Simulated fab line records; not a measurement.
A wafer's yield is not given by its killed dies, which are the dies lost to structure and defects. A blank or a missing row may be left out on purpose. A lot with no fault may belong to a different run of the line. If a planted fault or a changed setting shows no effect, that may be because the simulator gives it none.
Matching of chambers :: flow n5_finfet :: 4 sister chambers for N5_GATE_CUT_STRIP_42 on rie_diel-05
The step strips in O2. 4 wafers are shown with their chamber, then 11 later ones without.

## WAFERS WITH THEIR CHAMBER
wafer: L079.6
chamber: 2
showerhead_plenum_p_Torr (Torr): 2.07

wafer: L080.3
chamber: 0
showerhead_plenum_p_Torr (Torr): 2.09

wafer: L080.4
chamber: 1
showerhead_plenum_p_Torr (Torr): 1.98

wafer: L085.1
chamber: 3
showerhead_plenum_p_Torr (Torr): 2.19

## WAFERS MISSING THEIR CHAMBER
wafer: L085.2
showerhead_plenum_p_Torr (Torr): 2.07

wafer: L085.4
showerhead_plenum_p_Torr (Torr): 1.97

wafer: L087.3
showerhead_plenum_p_Torr (Torr): 2.07

wafer: L087.5
showerhead_plenum_p_Torr (Torr): 2.07

wafer: L087.6
showerhead_plenum_p_Torr (Torr): 2.19

wafer: L091.3
showerhead_plenum_p_Torr (Torr): 1.97

wafer: L091.4
showerhead_plenum_p_Torr (Torr): 2.08

wafer: L091.6
showerhead_plenum_p_Torr (Torr): 2.18

wafer: L095.2
showerhead_plenum_p_Torr (Torr): 2.06

wafer: L095.3
showerhead_plenum_p_Torr (Torr): 2.08

wafer: L095.6
showerhead_plenum_p_Torr (Torr): 2.06

## EACH ONE'S CHAMBER
wafer: L085.2
from the rows above: 2
in truth: 2

wafer: L085.4
from the rows above: 1
in truth: 1

wafer: L087.3
from the rows above: 2
in truth: 2

wafer: L087.5
from the rows above: 2
in truth: 2

wafer: L087.6
from the rows above: 3
in truth: 3

wafer: L091.3
from the rows above: 1
in truth: 1

wafer: L091.4
from the rows above: can't be placed: 0 or 2
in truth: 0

wafer: L091.6
from the rows above: 3
in truth: 3

wafer: L095.2
from the rows above: 2
in truth: 2

wafer: L095.3
from the rows above: can't be placed: 0 or 2
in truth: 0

wafer: L095.6
from the rows above: 2
in truth: 2
Correctly placed: 9 of 11. These rows do not allow placing 2 (true chamber among the candidates in 2). Wrongly placed: 0.
How it was worked out, from the rows above alone: a wafer's distance from a chamber is the root of the sum, over the readings, of the square of ((its reading less the chamber's mean) divided by the reading's scatter). If the next closest chamber is less than 2 further off than the closest, the wafer can't be placed; otherwise it belongs to the closest. The mean given for a chamber averages the wafers shown for that chamber. The scatter: root of mean squared gap, hidden wafer to nearest shown wafer, with one shown wafer a chamber.
